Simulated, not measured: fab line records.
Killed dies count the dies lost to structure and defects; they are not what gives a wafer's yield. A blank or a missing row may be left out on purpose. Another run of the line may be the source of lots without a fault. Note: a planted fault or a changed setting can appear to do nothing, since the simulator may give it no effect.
Struck lot and sound lot, side by side :: flow n5 finfet :: 15 steps out of a route of 1938
Sound: wafers L485.1, L485.2, L485.5. Struck: wafers L475.2, L475.4 (left out: L475.6, a lot-mate that was not struck); the cause follows at the end.
Order at every step that has rows: each side's tool, ch and its chambers, its first start. Under that, the readings that differ: sound wafers :: struck wafers :: difference of the means :: sigmas: that difference in standard deviations of wafers without a fault.
alike: readings with means less than 2 such deviations apart, plus words and numbers identical on both sides. not compared: withheld readings, readings lacking a value on some wafer, bounds such as >300 that could conceal the same value, and numbers that have no deviation in the record and whose values overlap.
Wherever a step has rows on one side only, a row that says differs or no value, or a row with sigmas, the two part there. Numbers that don't overlap but have no deviation are shown without sigmas and don't part them. A reading that every wafer of one side lacks parts them only if that side has two wafers or more.

N5_BEOL_M1_SPUTTER_92: material Cu, target thk 4.5 nm, time 8.29 s.
  sound: pvd sputter-01 at day 11 10:08; struck: pvd sputter-01 at day 9 05:50
  alike: substrate temp c, throttle valve pct
N5_BEOL_M1_ANNEAL_93: time 240 s.
  sound: pvd sputter-01 at day 11 10:13; struck: pvd sputter-01 at day 9 05:55
  alike: heater power w
then, 2 steps without rows for these wafers: N5_BEOL_M1_SPUTTER_94 (material Cu, target thk 4.5 nm, time 8.29 s); N5_BEOL_M1_ANNEAL_95 (time 240 s).
N5_BEOL_M1_SPUTTER_96: material Cu, target thk 4.5 nm, time 8.29 s.
  sound: pvd sputter-01 at day 11 10:35; struck: pvd sputter-01 at day 9 06:16
  alike: substrate temp c, throttle valve pct
then, 3 steps without rows for these wafers: N5_BEOL_M1_ECD_50 (material Cu, target thk 300 nm); N5_BEOL_M1_ANNEAL_51 (time 90 s); N5_BEOL_M1_CMP_52 (polishes, stops on SiOC, t overpolish 6.8 s, target thk 40 nm).
N5_BEOL_M1_THK_MEAS_53: measures by xrf.
  sound: film metro-02 at day 11 11:22; struck: film metro-02 at day 9 09:31
  alike: M1_THK
N5_BEOL_M1_PRE_CLEAN_60: time 15 s.
  sound on cvd co-01 ch 0,1,2, day 11 11:25; struck on cvd co-02 ch 0,2, day 9 09:35
  alike: heater power outer w, heater power w
N5_BEOL_M1_CO_CAP_55: material Co, precursor CCTBA/H2, target thk 2 nm, time 102.1 s.
  sound on cvd co-01 ch 0,1,2, day 11 11:27; struck on cvd co-02 ch 0,2, day 9 09:38
  alike: heater power outer w, heater power w
then, 1 step without rows for these wafers: N5_BEOL_M1_PRE_CLEAN_56 (time 15 s).
N5_BEOL_M1_DEP_57: deposits SiCN from 3MS/NH3, target thk 8 nm, time 14 s.
  sound on pecvd-03 ch 0,1, day 11 11:34; struck on pecvd-04 ch 0,1, day 9 09:44
reading: model.SiCN_of_BEOL_M1_DEP_57.thk nm (nm)
sound: 7.8 8 7.8
struck: 7.4 7.2
difference: -0.6
sigmas: 
  alike: showerhead plenum p Torr, throttle valve pct
N5_BEOL_M1_RS_MEAS_58: measurement is done with a four-point probe.
  sound: film metro-01 at day 11 11:38; struck: film metro-01 at day 9 09:49
  alike: M1_RS
N5_BEOL_M4_RC_MEAS_101:
  sound on prober-02 ch 0, day 12 21:54; struck on prober-02 ch 0, day 10 21:05
reading: VT_N (mV)
sound: 254 249 251
struck: 244 244
difference: -7
sigmas: -2
  alike: DIBL_N, DIBL_P, IOFF_N, IOFF_P, ION_N, ION_P, SS_N, SS_P, VT_P

## WHERE THEY PART
N5_BEOL_M4_RC_MEAS_101 only, going by this record.

WHY: what the simulator had put in
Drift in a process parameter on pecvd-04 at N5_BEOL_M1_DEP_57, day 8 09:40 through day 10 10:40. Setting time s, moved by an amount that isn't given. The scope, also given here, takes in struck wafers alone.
